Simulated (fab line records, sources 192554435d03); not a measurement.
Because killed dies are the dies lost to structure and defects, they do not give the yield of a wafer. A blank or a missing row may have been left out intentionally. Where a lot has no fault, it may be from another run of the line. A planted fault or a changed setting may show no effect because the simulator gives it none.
fab line records    flow n5-finfet
[record] lots = 7  wafers = 39
route steps=1938 shown BEOL_M7@1308 BEOL_M12@1616 BEOL_M13@1706
start-h: the number of hours between the record's first day and the start of the first shown wafer of the lot    wait-h: how many hours have passed since the lot's step before this one    " repeats the value in the row above    L1.1+2: one row covering several wafers at once    - no value, or no start given    * or withheld: withheld    < > ~ a bound
route shown NAME@n: names a module that has steps shown in the file, with the first one's number in the route    usual: mean/standard deviation of fault-free wafers    same: alike in all rows    chamber/n: place in a boat    sites: each site's reading    _std_site: their standard deviation    _edge_site: mean of outer sites minus mean of inner sites    radius-mm: how far each site lies from the wafer's centre    mask NAME#n: copy n    behind: tool/chamber where the wafer was last shaped    hold: why the lot was held/for how many hours/how that ended    device: transistor that didn't switch, given as n, p or np    end of line: the tests these same wafers got at the end of their route    for a step that has no rows: nothing shown but its recipe    killed: the dies lost at the first sort to structure and to defects; this is not the yield of the wafer    map: a wafer's dies, x killed, . not, _ none there
set.NAME: the setting the step ran with; set.NAME@STEP: the setting that earlier step ran with    model.NAME: the simulator's own value behind a step, which no gauge read
lots whose settings were changed on purpose; a table a step, a row a wafer
[[steps]]
[step N5_BEOL_M7_TRENCH_ETCH_37]
[recipe] chemistry = C4F6/O2  target-depth-a = 934.78  target = SiCOH_lowk  time-s = 31.2  ion-energy-ev = 250  pressure-mtorr = 30  source-w = 345  bias-w = 185  Ar_flow_sccm = 300  C4F6_flow_sccm = 10  O2_flow_sccm = 10
lot.wafer  tool         chamber  start-h  wait-h  set.target-depth-a  model.etch.depth-nm  model.BEOL_M7.feature-depth-nm
L086.1     rie-diel-05  2        -        -       934.78              93.88                93.8
L086.2     "            1        "        "       934.78              90.87                90.8
L086.3     "            3        "        "       934.78              94.32                94.4
L086.4     "            0        "        "       934.78              94.17                94.2
L086.5     "            3        "        "       934.78              93.1                 93
L086.6     "            0        "        "       934.78              94.44                94.4
L087.2     rie-diel-05  1        -        -       934.78              89.55                89.6
L087.4     "            2        "        "       934.78              92.76                92.8
L087.6     "            2        "        "       934.78              92.71                92.8
L090.1     rie-diel-05  1        -        -       596.9               57.68                57.6
L090.2     "            3        "        "       934.78              93.94                94
L090.3     "            0        "        "       934.78              94.29                94.2
L090.4     "            2        "        "       596.9               59.69                59.6
L090.5     "            2        "        "       934.78              92.89                92.8
L090.6     "            3        "        "       596.9               60.9                 61
L094.1     rie-diel-05  0        -        -       934.78              93.64                93.6
L094.2     "            1        "        "       934.78              89.44                89.4
L094.3+5   "            3        "        "       738.5               74.18                74.2
L094.4     "            2        "        "       738.5               73.69                73.6
L094.6     "            2        "        "       934.78              93.03                93
L095.1     rie-diel-05  0        -        -       934.78              94.25                94.2
L095.2     "            1        "        "       1183                114.8                114.8
L095.3     "            3        "        "       1183                118.8                118.8
L095.4     "            2        "        "       934.78              93.74                93.8
L095.5     "            1        "        "       934.78              90.19                90.2
L095.6     "            2        "        "       1183                119                  119
L096.1     rie-diel-02  1        -        -       934.78              96.99                97
L096.2     "            3        "        "       934.78              94.98                95
L096.3     "            0        "        "       934.78              93.19                93.2
L096.4     "            3        "        "       934.78              95.53                95.6
L096.5     "            0        "        "       934.78              92.31                92.4
L096.6     "            1        "        "       934.78              97.26                97.2
L097.1     rie-diel-05  0        -        -       934.78              94.01                94
L097.2     "            1        "        "       934.78              90.07                90
L097.3     "            2        "        "       934.78              94.18                94.2
L097.4     "            3        "        "       934.78              95.02                95
L097.5     "            2        "        "       934.78              94.13                94.2
L097.6     "            1        "        "       934.78              89.79                89.8
[step N5_BEOL_M7_ETCH_41]
[recipe] chemistry = CH3F/O2  target = SiCN  target-depth-a = 319  taper-deg = 2  time-s = 57.8  ion-energy-ev = 120  mask-material = TiN  pressure-mtorr = 30  source-w = 395  bias-w = 75  Ar_flow_sccm = 150  CH3F_flow_sccm = 30  O2_flow_sccm = 20
[step N5_BEOL_M7_STRIP_80]
[recipe] chemistry = N2/H2  time-s = 10  power-w = 450  temp-c = 40  pressure-mtorr = 20  rf-frequency-hz = 6e+07  bias-power-w = 7  n2-flow-sccm = 200  h2-flow-sccm = 200
[step N5_BEOL_M7_OCD_MEAS_38]
[usual] trench-depth-nm = 93.8/1.8
lot.wafer  tool    chamber  start-h  wait-h  set.target-depth-a@BEOL_M7_TRENCH_ETCH_37  trench-depth-nm
L086.1     ocd-02  -        298.50   -       934.78                                     93.7
L086.2     "       -        "        "       934.78                                     91.1
L086.3     "       -        "        "       934.78                                     94.0
L086.4     "       -        "        "       934.78                                     94.7
L086.5     "       -        "        "       934.78                                     93.0
L086.6     "       -        "        "       934.78                                     94.2
L087.2     ocd-02  -        303.59   -       934.78                                     88.9
L087.4     "       -        "        "       934.78                                     92.6
L087.6     "       -        "        "       934.78                                     93.1
L090.1     ocd-01  -        317.21   -       596.9                                      57.7
L090.2     "       -        "        "       934.78                                     94.3
L090.3     "       -        "        "       934.78                                     93.8
L090.4     "       -        "        "       596.9                                      59.8
L090.5     "       -        "        "       934.78                                     92.8
L090.6     "       -        "        "       596.9                                      60.1
L094.1     ocd-02  -        331.05   -       934.78                                     93.6
L094.2     "       -        "        "       934.78                                     89.2
L094.3     "       -        "        "       738.5                                      74.3
L094.4     "       -        "        "       738.5                                      73.2
L094.5     "       -        "        "       738.5                                      74.2
L094.6     "       -        "        "       934.78                                     92.7
L095.1     ocd-02  -        339.93   -       934.78                                     94.0
L095.2     "       -        "        "       1183                                       114.7
L095.3     "       -        "        "       1183                                       119.4
L095.4     "       -        "        "       934.78                                     94.1
L095.5     "       -        "        "       934.78                                     89.7
L095.6     "       -        "        "       1183                                       119.3
L096.1     ocd-01  -        357.99   -       934.78                                     97.1
L096.2     "       -        "        "       934.78                                     95.0
L096.3     "       -        "        "       934.78                                     93.0
L096.4     "       -        "        "       934.78                                     95.4
L096.5     "       -        "        "       934.78                                     92.4
L096.6     "       -        "        "       934.78                                     96.9
L097.1     ocd-01  -        361.95   -       934.78                                     94.1
L097.2     "       -        "        "       934.78                                     90.2
L097.3     "       -        "        "       934.78                                     94.1
L097.4     "       -        "        "       934.78                                     94.6
L097.5     "       -        "        "       934.78                                     94.6
L097.6     "       -        "        "       934.78                                     89.4
[step N5_BEOL_M7_HM_STRIP_39]
[recipe] chemistry = peroxide-tin-strip  material = TiN  target-depth-a = 250  temp-c = 50  time-s = 158
[step N5_BEOL_M7_SRD_40]
[recipe] time-s = 30  temp-c = 23  rinse-liquid = diw  dry = ipa-marangoni
[step N5_BEOL_M7_ECD_50]
[recipe] material = Cu  target-thk-a = 3000
[step N5_BEOL_M7_ANNEAL_51]
[recipe] temp-c = 225  time-s = 90  ambient = N2
[step N5_BEOL_M7_CMP_52]
[recipe] stop-on = SiCOH_lowk  t-overpolish-s = 6.9  down-force-psi = 1  platen-rpm = 50  clearing-platen-down-force-psi = 1.5  clearing-platen-rpm = 50  post-cmp-clean = cu-alkaline  target-thk-nm = 80  clearing-platen-pad-velocity-m-s = 0.99484  pad-velocity-m-s = 0.99484
lot.wafer  tool    chamber  start-h  wait-h  set.target-depth-a@BEOL_M7_TRENCH_ETCH_37  model.Cu_of_BEOL_M7_ECD_50.thk-nm
L086.3     cmp-01  1        300.34   0.2     934.78                                     80.6
L086.1     "       2        "        "       934.78                                     80
L086.4     "       3        "        "       934.78                                     80.8
L086.2     "       0        "        "       934.78                                     76.6
L086.6     "       1        "        "       934.78                                     79.8
L086.5     "       2        "        "       934.78                                     79
L087.2     cmp-01  0        306.26   0.2     934.78                                     76.2
L087.4     "       2        "        "       934.78                                     80.4
L087.6     "       3        "        "       934.78                                     80
L090.1     cmp-03  3        319.31   0.3     596.9                                      45.8
L090.4     "       0        "        "       596.9                                      47.2
L090.3     "       1        "        "       934.78                                     83.6
L090.2     "       2        "        "       934.78                                     81.6
L090.5     "       3        "        "       934.78                                     81
L090.6     "       0        "        "       596.9                                      48.2
L094.2     cmp-03  2        332.97   0.2     934.78                                     75
L094.1+6   "       3        "        "       934.78                                     79.6
L094.4     "       0        "        "       738.5                                      58.6
L094.3     "       1        "        "       738.5                                      60.2
L094.5     "       2        "        "       738.5                                      60
L095.1     cmp-03  1        341.83   0.3     934.78                                     82.2
L095.2     "       2        "        "       1183                                       102.2
L095.3     "       3        "        "       1183                                       106.6
L095.4     "       0        "        "       934.78                                     81.6
L095.6     "       1        "        "       1183                                       106.8
L095.5     "       2        "        "       934.78                                     77.4
L096.4     cmp-03  1        360.06   0.1     934.78                                     81.8
L096.3     "       2        "        "       934.78                                     77.6
L096.1     "       3        "        "       934.78                                     82.6
L096.2     "       0        "        "       934.78                                     80.2
L096.6     "       1        "        "       934.78                                     84.6
L096.5     "       2        "        "       934.78                                     78.4
L097.1     cmp-03  1        364.12   0.3     934.78                                     78.6
L097.4     "       2        "        "       934.78                                     78.8
L097.2+6   "       3,1      "        "       934.78                                     75.8
L097.3     "       0        "        "       934.78                                     79
L097.5     "       2        "        "       934.78                                     79.2
[step N5_BEOL_M7_THK_MEAS_53]
[recipe] thk-meas-gauge = xrf  reads = Cu_of_BEOL_M7_ECD_50
[usual] M7_THK = 80.3/1.9
lot.wafer  tool           chamber  start-h  wait-h  set.target-depth-a@BEOL_M7_TRENCH_ETCH_37  M7_THK[nm]
L086.1     film-metro-01  -        300.64   -       934.78                                     81.2
L086.2     "              -        "        "       934.78                                     77.7
L086.3     "              -        "        "       934.78                                     81.8
L086.4     "              -        "        "       934.78                                     81.5
L086.5     "              -        "        "       934.78                                     79.8
L086.6     "              -        "        "       934.78                                     80.6
L087.2     film-metro-01  -        306.51   -       934.78                                     77.1
L087.4     "              -        "        "       934.78                                     81.4
L087.6     "              -        "        "       934.78                                     81.3
L090.1     film-metro-01  -        319.61   -       596.9                                      46.1
L090.2     "              -        "        "       934.78                                     82.3
L090.3     "              -        "        "       934.78                                     84.0
L090.4     "              -        "        "       596.9                                      47.6
L090.5     "              -        "        "       934.78                                     81.6
L090.6     "              -        "        "       596.9                                      48.4
L094.1     film-metro-01  -        333.27   -       934.78                                     80.6
L094.2     "              -        "        "       934.78                                     75.8
L094.3     "              -        "        "       738.5                                      60.8
L094.4     "              -        "        "       738.5                                      59.5
L094.5     "              -        "        "       738.5                                      60.9
L094.6     "              -        "        "       934.78                                     81.0
L095.1     film-metro-01  -        342.13   -       934.78                                     81.9
L095.2     "              -        "        "       1183                                       102.0
L095.3     "              -        "        "       1183                                       106.4
L095.4     "              -        "        "       934.78                                     81.6
L095.5     "              -        "        "       934.78                                     76.9
L095.6     "              -        "        "       1183                                       107.0
L096.1     film-metro-01  -        360.35   -       934.78                                     82.9
L096.2     "              -        "        "       934.78                                     81.1
L096.3     "              -        "        "       934.78                                     78.3
L096.4     "              -        "        "       934.78                                     82.3
L096.5     "              -        "        "       934.78                                     79.2
L096.6     "              -        "        "       934.78                                     85.2
L097.1     film-metro-01  -        364.41   -       934.78                                     79.1
L097.2     "              -        "        "       934.78                                     76.1
L097.3     "              -        "        "       934.78                                     79.3
L097.4     "              -        "        "       934.78                                     79.2
L097.5     "              -        "        "       934.78                                     79.1
L097.6     "              -        "        "       934.78                                     76.5
[step N5_BEOL_M7_PRE_CLEAN_55]
[recipe] gas = NH3  time-s = 15  temp-c = withheld  rf-power-w = 300
[step N5_BEOL_M7_DEP_56]
[recipe] material = SiCN  target-thk-a = 100  temp-c = withheld  precursor = 3MS/NH3  pressure-torr = 3  rf-w = 202  time-s = 17.5
[step N5_BEOL_M7_RS_MEAS_57]
[recipe] thk-meas-gauge = four-point-probe  reads = Cu_of_BEOL_M7_ECD_50+Co_of_BEOL_M7_CVD_78+TaN_of_BEOL_M7_ALD_77
[usual] M7_RS = 0.286/0.0081
lot.wafer  tool           chamber  start-h  wait-h  set.target-depth-a@BEOL_M7_TRENCH_ETCH_37  M7_RS[ohm/sq]
L086.1     film-metro-01  -        300.80   0.1     934.78                                     0.286
L086.2     "              -        "        "       934.78                                     0.301
L086.3     "              -        "        "       934.78                                     0.284
L086.4     "              -        "        "       934.78                                     0.284
L086.5     "              -        "        "       934.78                                     0.290
L086.6     "              -        "        "       934.78                                     0.288
L087.2     film-metro-02  -        306.64   0.1     934.78                                     0.302
L087.4     "              -        "        "       934.78                                     0.284
L087.6     "              -        "        "       934.78                                     0.287
L090.1     film-metro-01  -        319.74   0.1     596.9                                      0.564
L090.2     "              -        "        "       934.78                                     0.279
L090.3     "              -        "        "       934.78                                     0.272
L090.4     "              -        "        "       596.9                                      0.543
L090.5     "              -        "        "       934.78                                     0.282
L090.6     "              -        "        "       596.9                                      0.531
L094.1     film-metro-01  -        333.43   0.1     934.78                                     0.288
L094.2     "              -        "        "       934.78                                     0.309
L094.3     "              -        "        "       738.5                                      0.402
L094.4     "              -        "        "       738.5                                      0.415
L094.5     "              -        "        "       738.5                                      0.404
L094.6     "              -        "        "       934.78                                     0.288
L095.1     film-metro-01  -        342.26   0.1     934.78                                     0.277
L095.2     "              -        "        "       1183                                       0.215
L095.3     "              -        "        "       1183                                       0.205
L095.4     "              -        "        "       934.78                                     0.279
L095.5     "              -        "        "       934.78                                     0.297
L095.6     "              -        "        "       1183                                       0.204
L096.1     film-metro-02  -        360.48   0.1     934.78                                     0.276
L096.2     "              -        "        "       934.78                                     0.285
L096.3     "              -        "        "       934.78                                     0.296
L096.4     "              -        "        "       934.78                                     0.279
L096.5     "              -        "        "       934.78                                     0.293
L096.6     "              -        "        "       934.78                                     0.268
L097.1     film-metro-02  -        364.55   0.1     934.78                                     0.292
L097.2     "              -        "        "       934.78                                     0.305
L097.3     "              -        "        "       934.78                                     0.290
L097.4     "              -        "        "       934.78                                     0.291
L097.5     "              -        "        "       934.78                                     0.289
L097.6     "              -        "        "       934.78                                     0.305
[step N5_BEOL_M12_ETCH_59]
[recipe] chemistry = N2/H2  target = BARC  target-depth-a = 890  overetch-a = 267  time-s = 67.9  ion-energy-ev = 200  pressure-mtorr = 30  source-w = 840  bias-w = 150  n2-flow-sccm = 200  h2-flow-sccm = 200
lot.wafer  tool         chamber  start-h  wait-h  set.target-depth-a  model.coat_of_BEOL_M12_COAT_04.thk-nm
L086.1     rie-diel-01  0        338.16   0.0     890                 319.6
L086.2     "            2        "        "       890                 319.4
L086.3     "            1        "        "       478.5               338.2
L086.4     "            0        "        "       478.5               342.4
L086.5     "            2        "        "       890                 317.8
L086.6     "            1        "        "       478.5               337.6
L087.2     rie-diel-01  0        338.57   0.0     890                 321.2
L087.4     "            1        "        "       890                 316.6
L087.6     "            2        "        "       890                 319.2
L090.1     rie-diel-03  2        356.74   0.0     890                 318.2
L090.2     "            0        "        "       890                 319
L090.3     "            1        "        "       890                 315.2
L090.4     "            3        "        "       890                 319.8
L090.5     "            1        "        "       890                 315.8
L090.6     "            0        "        "       890                 318.4
L094.1     rie-diel-01  2        368.74   0.0     890                 319.2
L094.2     "            0        "        "       1268                298.4
L094.3     "            3        "        "       890                 319.6
L094.4     "            1        "        "       890                 315.4
L094.5     "            2        "        "       1268                296.2
L094.6     "            1        "        "       1268                293.4
L095.1     rie-diel-03  2        375.56   0.0     597.5               334
L095.2+4   "            3        "        "       890                 320.4
L095.3     "            1        "        "       890                 315
L095.5     "            2        "        "       597.5               335.4
L095.6     "            1        "        "       597.5               332.4
L096.1     rie-diel-03  0        393.35   0.0     890                 317.8
L096.2     "            1        "        "       890                 317.6
L096.3     "            2        "        "       890                 321
L096.4     "            3        "        "       890                 321.4
L096.5     "            3        "        "       890                 323.4
L096.6     "            2        "        "       890                 320.2
L097.1     rie-diel-06  1        402.18   0.0     890                 318.8
L097.2     "            2        "        "       890                 318.6
L097.3     "            0        "        "       1418                293.8
L097.4     "            3        "        "       890                 320
L097.5     "            2        "        "       1418                292
L097.6     "            1        "        "       1418                290.8
[step N5_BEOL_M12_VIA_ETCH_16]
[recipe] chemistry = C4F8/O2/Ar  target = SiOC  pressure-mtorr = 30  source-w = 3000  bias-w = 700  Ar_flow_sccm = 400  C4F8_flow_sccm = 15  O2_flow_sccm = 8  he-inner-torr = 15  he-outer-torr = 30  target-depth-a = 7248  time-s = withheld  ion-energy-ev = 250  ends = cleared
lot.wafer  tool         chamber  start-h  wait-h  set.target-depth-a@BEOL_M12_ETCH_59  model.coat_of_BEOL_M12_COAT_04.thk-nm
L086.1     rie-diel-01  0        338.21   0.0     890                                  123.8
L086.2     "            2        "        "       890                                  124.4
L086.3     "            1        "        "       478.5                                144
L086.4     "            0        "        "       478.5                                144.4
L086.5     "            2        "        "       890                                  120.2
L086.6     "            1        "        "       478.5                                141.6
L087.2     rie-diel-01  0        338.63   0.0     890                                  130
L087.4     "            1        "        "       890                                  126
L087.6     "            2        "        "       890                                  124.6
L090.1     rie-diel-03  2        356.79   0.0     890                                  126
L090.2     "            0        "        "       890                                  127.6
L090.3     "            1        "        "       890                                  121
L090.4     "            3        "        "       890                                  123.8
L090.5     "            1        "        "       890                                  118.8
L090.6     "            0        "        "       890                                  122.4
L094.1     rie-diel-01  2        368.79   0.0     890                                  128
L094.2     "            0        "        "       1268                                 107.6
L094.3     "            3        "        "       890                                  126.2
L094.4     "            1        "        "       890                                  121.6
L094.5     "            2        "        "       1268                                 103
L094.6     "            1        "        "       1268                                 99.2
L095.1     rie-diel-03  2        375.61   0.0     597.5                                144
L095.2     "            3        "        "       890                                  125.4
L095.3     "            1        "        "       890                                  122.4
L095.4     "            3        "        "       890                                  123.2
L095.5     "            2        "        "       597.5                                138.8
L095.6     "            1        "        "       597.5                                138.4
L096.1     rie-diel-03  0        393.40   0.0     890                                  124.4
L096.2     "            1        "        "       890                                  121.4
L096.3     "            2        "        "       890                                  127
L096.4     "            3        "        "       890                                  124
L096.5     "            3        "        "       890                                  127.2
L096.6     "            2        "        "       890                                  124.8
L097.1     rie-diel-06  1        402.23   0.0     890                                  127
L097.2     "            2        "        "       890                                  124.6
L097.3     "            0        "        "       1418                                 101
L097.4     "            3        "        "       890                                  126.2
L097.5     "            2        "        "       1418                                 96.6
L097.6     "            1        "        "       1418                                 96.2
[step N5_BEOL_M12_STRIP_63]
[recipe] chemistry = N2/H2  power-w = 1000  temp-c = 250  h2-frac = 0.65  overash-fraction = 0.3  pressure-mtorr = 1000  n2-flow-sccm = 1750  h2-flow-sccm = 3250
[usual] strip-time-to-endpoint-s = 42.8/0.78
lot.wafer  tool             chamber  start-h  wait-h  set.target-depth-a@BEOL_M12_ETCH_59  strip-time-to-endpoint-s
L086.1     plasma-asher-01  0        338.41   -       890                                  42.7
L086.2     "                1        "        "       890                                  42.9
L086.3     "                1        "        "       478.5                                48.1
L086.4     "                0        "        "       478.5                                48.2
L086.5     "                1        "        "       890                                  41.7
L086.6     "                0        "        "       478.5                                47.4
L087.2     plasma-asher-01  1        338.83   -       890                                  44.3
L087.4     "                0        "        "       890                                  43.3
L087.6     "                0        "        "       890                                  42.9
L090.1     plasma-asher-02  0        356.99   -       890                                  43.3
L090.2     "                1        "        "       890                                  43.7
L090.3     "                1        "        "       890                                  41.9
L090.4     "                0        "        "       890                                  42.7
L090.5     "                1        "        "       890                                  41.3
L090.6     "                0        "        "       890                                  42.3
L094.1     plasma-asher-02  0        368.99   -       890                                  43.8
L094.2     "                1        "        "       1268                                 38.3
L094.3     "                0        "        "       890                                  43.3
L094.4     "                1        "        "       890                                  42.1
L094.5     "                0        "        "       1268                                 37.1
L094.6     "                1        "        "       1268                                 36.0
L095.1     plasma-asher-01  1        375.81   -       597.5                                48.1
L095.2     "                0        "        "       890                                  43.1
L095.3     "                0        "        "       890                                  42.3
L095.4     "                1        "        "       890                                  42.5
L095.5     "                1        "        "       597.5                                46.7
L095.6     "                0        "        "       597.5                                46.6
L096.1     plasma-asher-02  0        393.60   -       890                                  42.8
L096.2     "                1        "        "       890                                  42.1
L096.3     "                0        "        "       890                                  43.6
L096.4     "                1        "        "       890                                  42.8
L096.5     "                1        "        "       890                                  43.6
L096.6     "                0        "        "       890                                  43.0
L097.1     plasma-asher-01  0        402.43   -       890                                  43.6
L097.2     "                1        "        "       890                                  42.9
L097.3     "                1        "        "       1418                                 36.5
L097.4     "                0        "        "       890                                  43.4
L097.5     "                1        "        "       1418                                 35.3
L097.6     "                0        "        "       1418                                 35.1
[step N5_BEOL_M13_SPUTTER_44]
[recipe] material = Ta  target-thk-a = 100  temp-c = 50  bias-v = 80  power-w = 15000  chamber-pressure-pa = 0.07  time-s = 16.13
lot.wafer     tool            chamber  start-h  wait-h  set.target-thk-a  model.Ta_of_BEOL_M13_SPUTTER_44.thk-nm
L086.1        pvd-sputter-02  -        345.66   0.0     77.23             7.8
L086.2+5      "               -        "        "       100               10
L086.3        "               -        "        "       100               9.8
L086.4+6      "               -        "        "       77.23             7.6
L087.2+4+6    pvd-sputter-02  -        346.32   0.0     100               9.8
L090.1+2+5    pvd-sputter-02  -        363.69   0.0     100               10
L090.3        "               -        "        "       80.19             8
L090.4+6      "               -        "        "       80.19             8.2
L094.1+4      pvd-sputter-01  -        378.09   0.0     100               10.2
L094.2+3+6    "               -        "        "       51.57             5.2
L094.5        "               -        "        "       100               10
L095.1+3+6    pvd-sputter-02  -        382.56   0.0     100               9.8
L095.2+5      "               -        "        "       138.5             13.6
L095.4        "               -        "        "       138.5             13.4
L096.1+2+3+6  pvd-sputter-03  -        404.79   0.0     100               9.6
L096.4+5      "               -        "        "       100               9.8
L097.1        pvd-sputter-01  -        411.40   0.0     100               10
L097.2+3      "               -        "        "       54.09             5.4
L097.4+5      "               -        "        "       100               10.2
L097.6        "               -        "        "       54.09             5.6
[step N5_BEOL_M13_SPUTTER_45]
[recipe] material = Cu  target-thk-a = 800  temp-c = -20  bias-v = 60  power-w = 26000  chamber-pressure-pa = 0.13  time-s = 13.33
[step N5_BEOL_M13_ECD_47]
[recipe] material = Cu  target-thk-a = 9360
[step N5_BEOL_M13_ANNEAL_48]
[recipe] temp-c = 225  time-s = 90  ambient = N2
[step N5_BEOL_M13_CMP_49]
[recipe] stop-on = SiOC  t-overpolish-s = 17.1  down-force-psi = 1  platen-rpm = 50  clearing-platen-down-force-psi = 1.5  clearing-platen-rpm = 50  post-cmp-clean = cu-alkaline  target-thk-nm = 420  clearing-platen-pad-velocity-m-s = 0.99484  pad-velocity-m-s = 0.99484
[usual] barrier-field-endpoint-s = 30.0/0.81
lot.wafer  tool    chamber  start-h  wait-h  set.target-thk-a@BEOL_M13_SPUTTER_44  barrier-field-endpoint-s
L086.1     cmp-01  3        346.60   0.3     77.23                                 27.9
L086.3     "       0        "        "       100                                   29.3
L086.4     "       1        "        "       77.23                                 27.5
L086.2     "       2        "        "       100                                   30.5
L086.6     "       3        "        "       77.23                                 27.2
L086.5     "       0        "        "       100                                   29.5
L087.2     cmp-02  1        347.73   0.3     100                                   30.3
L087.4     "       3        "        "       100                                   29.7
L087.6     "       1        "        "       100                                   30.7
L090.3     cmp-01  0        364.41   0.2     80.19                                 26.9
L090.1     "       1        "        "       100                                   29.3
L090.4     "       2        "        "       80.19                                 27.5
L090.2     "       3        "        "       100                                   29.6
L090.6     "       0        "        "       80.19                                 27.1
L090.5     "       1        "        "       100                                   29.2
L094.2     cmp-04  0        378.75   0.2     51.57                                 25.5
L094.4     "       1        "        "       100                                   30.6
L094.1     "       2        "        "       100                                   31.8
L094.3     "       3        "        "       51.57                                 25.1
L094.6     "       0        "        "       51.57                                 25.2
L094.5     "       1        "        "       100                                   30.6
L095.2     cmp-01  2        383.74   0.2     138.5                                 34.7
L095.4     "       3        "        "       138.5                                 33.7
L095.1     "       0        "        "       100                                   29.5
L095.3     "       1        "        "       100                                   29.6
L095.6     "       2        "        "       100                                   29.8
L095.5     "       3        "        "       138.5                                 35.1
L096.1     cmp-01  0        405.59   0.3     100                                   29.9
L096.2     "       1        "        "       100                                   29.9
L096.3     "       2        "        "       100                                   30.8
L096.4     "       3        "        "       100                                   30.6
L096.5     "       0        "        "       100                                   29.5
L096.6     "       1        "        "       100                                   29.6
L097.3     cmp-04  2        412.33   0.3     54.09                                 26.0
L097.1     "       3        "        "       100                                   29.9
L097.2     "       0        "        "       54.09                                 25.5
L097.4     "       1        "        "       100                                   30.5
L097.6     "       2        "        "       54.09                                 25.2
L097.5     "       3        "        "       100                                   29.9
[[key]]
[split] step = N5_BEOL_M7_TRENCH_ETCH_37  setting = target-depth-a  stated = 934.78  by = wafer
[response] step = N5_BEOL_M7_TRENCH_ETCH_37  reading = model.etch.depth-nm  change = +0.928  per = 1%  r = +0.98
[response] step = N5_BEOL_M7_TRENCH_ETCH_37  reading = model.BEOL_M7.feature-depth-nm  change = +0.928  per = 1%  r = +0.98
[response] step = N5_BEOL_M7_OCD_MEAS_38  reading = trench-depth-nm  change = +0.933  per = 1%  r = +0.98
[response] step = N5_BEOL_M7_CMP_52  reading = model.Cu_of_BEOL_M7_ECD_50.thk-nm  change = +0.942  per = 1%  r = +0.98
[response] step = N5_BEOL_M7_THK_MEAS_53  reading = M7_THK  change = +0.951  per = 1%  r = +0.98
[response] step = N5_BEOL_M7_RS_MEAS_57  reading = M7_RS  change = -0.00574  per = 1%  r = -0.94
[split] step = N5_BEOL_M12_ETCH_59  setting = target-depth-a  stated = 890  by = wafer
[response] step = N5_BEOL_M12_ETCH_59  reading = model.coat_of_BEOL_M12_COAT_04.thk-nm  change = -0.467  per = 1%  r = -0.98
[response] step = N5_BEOL_M12_VIA_ETCH_16  reading = model.coat_of_BEOL_M12_COAT_04.thk-nm  change = -0.479  per = 1%  r = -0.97
[response] step = N5_BEOL_M12_STRIP_63  reading = strip-time-to-endpoint-s  change = *  per = 1%  r = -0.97
[split] step = N5_BEOL_M13_SPUTTER_44  setting = target-thk-a  stated = 100  by = wafer
[response] step = N5_BEOL_M13_SPUTTER_44  reading = model.Ta_of_BEOL_M13_SPUTTER_44.thk-nm  change = +0.1  per = 1%  r = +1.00
[response] step = N5_BEOL_M13_CMP_49  reading = barrier-field-endpoint-s  change = +0.113  per = 1%  r = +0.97
